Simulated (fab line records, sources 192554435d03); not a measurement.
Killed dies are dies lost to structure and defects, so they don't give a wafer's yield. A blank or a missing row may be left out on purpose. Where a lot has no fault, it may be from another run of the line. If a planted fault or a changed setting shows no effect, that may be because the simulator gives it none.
Lot-split experiment || flow n5-finfet || 7 lots, 39 wafers read, on a route of 1938 steps

ON THE SPLIT
At N5_FIN_SAQP_DEVELOP_15 (develop time 30 s), the setting develop-time-s was moved away from the recipe's 30 s on 15 of the 39 wafers read, by -58.5% to +51.5%. For the rest of the wafers, this setting stayed at what the recipe calls for.

There is no step in the file separating the split from the reading.

THE READING
cd-nm, in nm, at N5_FIN_SAQP_CD_MEAS_16 (target cd 35.6 nm). Typical for fault-free wafers on this fab line: 35.6 nm, with standard deviation 0.35 nm.

{"wafer": "L079.2", "tool, chamber at the split": "litho-track-02, 0", "develop-time-s as run, s": 30, "against the recipe": "recipe", "cd-nm, nm": 36.0, "against lot-mates on the recipe": "-"}
{"wafer": "L079.4", "tool, chamber at the split": "litho-track-02, 0", "develop-time-s as run, s": 30, "against the recipe": "recipe", "cd-nm, nm": 35.7, "against lot-mates on the recipe": "-"}
{"wafer": "L079.5", "tool, chamber at the split": "litho-track-02, 0", "develop-time-s as run, s": 30, "against the recipe": "recipe", "cd-nm, nm": 35.7, "against lot-mates on the recipe": "-"}
{"wafer": "L082.1", "tool, chamber at the split": "litho-track-01, 0", "develop-time-s as run, s": 30, "against the recipe": "recipe", "cd-nm, nm": 35.8, "against lot-mates on the recipe": "-"}
{"wafer": "L082.2", "tool, chamber at the split": "litho-track-01, 0", "develop-time-s as run, s": 30, "against the recipe": "recipe", "cd-nm, nm": 35.5, "against lot-mates on the recipe": "-"}
{"wafer": "L082.3", "tool, chamber at the split": "litho-track-01, 0", "develop-time-s as run, s": 45.44, "against the recipe": "+51.5%", "cd-nm, nm": 35.0, "against lot-mates on the recipe": -0.7}
{"wafer": "L082.4", "tool, chamber at the split": "litho-track-01, 0", "develop-time-s as run, s": 45.44, "against the recipe": "+51.5%", "cd-nm, nm": 34.5, "against lot-mates on the recipe": -1.2}
{"wafer": "L082.5", "tool, chamber at the split": "litho-track-01, 0", "develop-time-s as run, s": 30, "against the recipe": "recipe", "cd-nm, nm": 35.9, "against lot-mates on the recipe": "-"}
{"wafer": "L082.6", "tool, chamber at the split": "litho-track-01, 0", "develop-time-s as run, s": 45.44, "against the recipe": "+51.5%", "cd-nm, nm": 34.4, "against lot-mates on the recipe": -1.3}
{"wafer": "L086.1", "tool, chamber at the split": "litho-track-03, 0", "develop-time-s as run, s": 35.9, "against the recipe": "+19.7%", "cd-nm, nm": 35.0, "against lot-mates on the recipe": -0.4}
{"wafer": "L086.2", "tool, chamber at the split": "litho-track-03, 0", "develop-time-s as run, s": 30, "against the recipe": "recipe", "cd-nm, nm": 35.1, "against lot-mates on the recipe": "-"}
{"wafer": "L086.3", "tool, chamber at the split": "litho-track-03, 0", "develop-time-s as run, s": 35.9, "against the recipe": "+19.7%", "cd-nm, nm": 34.9, "against lot-mates on the recipe": -0.5}
{"wafer": "L086.4", "tool, chamber at the split": "litho-track-03, 0", "develop-time-s as run, s": 35.9, "against the recipe": "+19.7%", "cd-nm, nm": 35.4, "against lot-mates on the recipe": "+0.0"}
{"wafer": "L086.5", "tool, chamber at the split": "litho-track-03, 0", "develop-time-s as run, s": 30, "against the recipe": "recipe", "cd-nm, nm": 35.6, "against lot-mates on the recipe": "-"}
{"wafer": "L086.6", "tool, chamber at the split": "litho-track-03, 0", "develop-time-s as run, s": 30, "against the recipe": "recipe", "cd-nm, nm": 35.5, "against lot-mates on the recipe": "-"}
{"wafer": "L087.1", "tool, chamber at the split": "litho-track-01, 0", "develop-time-s as run, s": 12.44, "against the recipe": "-58.5%", "cd-nm, nm": 37.7, "against lot-mates on the recipe": "+1.7"}
{"wafer": "L087.2", "tool, chamber at the split": "litho-track-01, 0", "develop-time-s as run, s": 30, "against the recipe": "recipe", "cd-nm, nm": 35.9, "against lot-mates on the recipe": "-"}
{"wafer": "L087.3", "tool, chamber at the split": "litho-track-01, 0", "develop-time-s as run, s": 12.44, "against the recipe": "-58.5%", "cd-nm, nm": 37.3, "against lot-mates on the recipe": "+1.3"}
{"wafer": "L087.4", "tool, chamber at the split": "litho-track-01, 0", "develop-time-s as run, s": 30, "against the recipe": "recipe", "cd-nm, nm": 36.0, "against lot-mates on the recipe": "-"}
{"wafer": "L087.5", "tool, chamber at the split": "litho-track-01, 0", "develop-time-s as run, s": 12.44, "against the recipe": "-58.5%", "cd-nm, nm": 37.1, "against lot-mates on the recipe": "+1.1"}
{"wafer": "L087.6", "tool, chamber at the split": "litho-track-01, 0", "develop-time-s as run, s": 30, "against the recipe": "recipe", "cd-nm, nm": 36.1, "against lot-mates on the recipe": "-"}
{"wafer": "L089.1", "tool, chamber at the split": "litho-track-01, 0", "develop-time-s as run, s": 30, "against the recipe": "recipe", "cd-nm, nm": 36.0, "against lot-mates on the recipe": "-"}
{"wafer": "L089.2", "tool, chamber at the split": "litho-track-01, 0", "develop-time-s as run, s": 30, "against the recipe": "recipe", "cd-nm, nm": 36.1, "against lot-mates on the recipe": "-"}
{"wafer": "L089.3", "tool, chamber at the split": "litho-track-01, 0", "develop-time-s as run, s": 30, "against the recipe": "recipe", "cd-nm, nm": 36.0, "against lot-mates on the recipe": "-"}
{"wafer": "L089.4", "tool, chamber at the split": "litho-track-01, 0", "develop-time-s as run, s": 30, "against the recipe": "recipe", "cd-nm, nm": 36.1, "against lot-mates on the recipe": "-"}
{"wafer": "L089.5", "tool, chamber at the split": "litho-track-01, 0", "develop-time-s as run, s": 30, "against the recipe": "recipe", "cd-nm, nm": 35.8, "against lot-mates on the recipe": "-"}
{"wafer": "L089.6", "tool, chamber at the split": "litho-track-01, 0", "develop-time-s as run, s": 30, "against the recipe": "recipe", "cd-nm, nm": 36.0, "against lot-mates on the recipe": "-"}
{"wafer": "L090.1", "tool, chamber at the split": "litho-track-01, 0", "develop-time-s as run, s": 22.95, "against the recipe": "-23.5%", "cd-nm, nm": 36.2, "against lot-mates on the recipe": "+0.5"}
{"wafer": "L090.2", "tool, chamber at the split": "litho-track-01, 0", "develop-time-s as run, s": 22.95, "against the recipe": "-23.5%", "cd-nm, nm": 36.1, "against lot-mates on the recipe": "+0.4"}
{"wafer": "L090.3", "tool, chamber at the split": "litho-track-01, 0", "develop-time-s as run, s": 30, "against the recipe": "recipe", "cd-nm, nm": 35.8, "against lot-mates on the recipe": "-"}
{"wafer": "L090.4", "tool, chamber at the split": "litho-track-01, 0", "develop-time-s as run, s": 30, "against the recipe": "recipe", "cd-nm, nm": 35.6, "against lot-mates on the recipe": "-"}
{"wafer": "L090.5", "tool, chamber at the split": "litho-track-01, 0", "develop-time-s as run, s": 22.95, "against the recipe": "-23.5%", "cd-nm, nm": 35.3, "against lot-mates on the recipe": -0.4}
{"wafer": "L090.6", "tool, chamber at the split": "litho-track-01, 0", "develop-time-s as run, s": 30, "against the recipe": "recipe", "cd-nm, nm": 35.6, "against lot-mates on the recipe": "-"}
{"wafer": "L092.1", "tool, chamber at the split": "litho-track-01, 0", "develop-time-s as run, s": 12.59, "against the recipe": "-58.0%", "cd-nm, nm": 37.4, "against lot-mates on the recipe": "+1.3"}
{"wafer": "L092.2", "tool, chamber at the split": "litho-track-01, 0", "develop-time-s as run, s": 12.59, "against the recipe": "-58.0%", "cd-nm, nm": 38.1, "against lot-mates on the recipe": "+2.0"}
{"wafer": "L092.3", "tool, chamber at the split": "litho-track-01, 0", "develop-time-s as run, s": 30, "against the recipe": "recipe", "cd-nm, nm": 35.9, "against lot-mates on the recipe": "-"}
{"wafer": "L092.4", "tool, chamber at the split": "litho-track-01, 0", "develop-time-s as run, s": 30, "against the recipe": "recipe", "cd-nm, nm": 36.4, "against lot-mates on the recipe": "-"}
{"wafer": "L092.5", "tool, chamber at the split": "litho-track-01, 0", "develop-time-s as run, s": 30, "against the recipe": "recipe", "cd-nm, nm": 36.0, "against lot-mates on the recipe": "-"}
{"wafer": "L092.6", "tool, chamber at the split": "litho-track-01, 0", "develop-time-s as run, s": 12.59, "against the recipe": "-58.0%", "cd-nm, nm": 38.1, "against lot-mates on the recipe": "+2.0"}

THE FIT
A straight line over all 39 wafers: cd-nm changes by -0.0275 nm for each +1% of develop-time-s; r = -0.91; the points scatter about the line by 0.37 nm.
The same after taking each lot's own level away (the mean of its wafers on the recipe; 39 wafers): -0.0239 nm for each +1%; r = -0.93; scatter 0.28 nm.
Per that fit: largest develop-time-s move, reading shift of 1.4 nm.
Across the lots, their own levels run from 35.40 to 36.10 nm, a range of 2.0 times the standard deviation given above.
In other words, the slope is changed by the lot-to-lot level; the two fits disagree.
Check: with one of the wafers moved furthest among these (-58.5%) left out of the fit, the line predicts +1.38 nm for it against its lot-mates. It came out at +1.7 nm against them.

FILE'S OWN FIT
cd-nm changes by -0.0242 nm for each +1% of develop-time-s, r = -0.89.
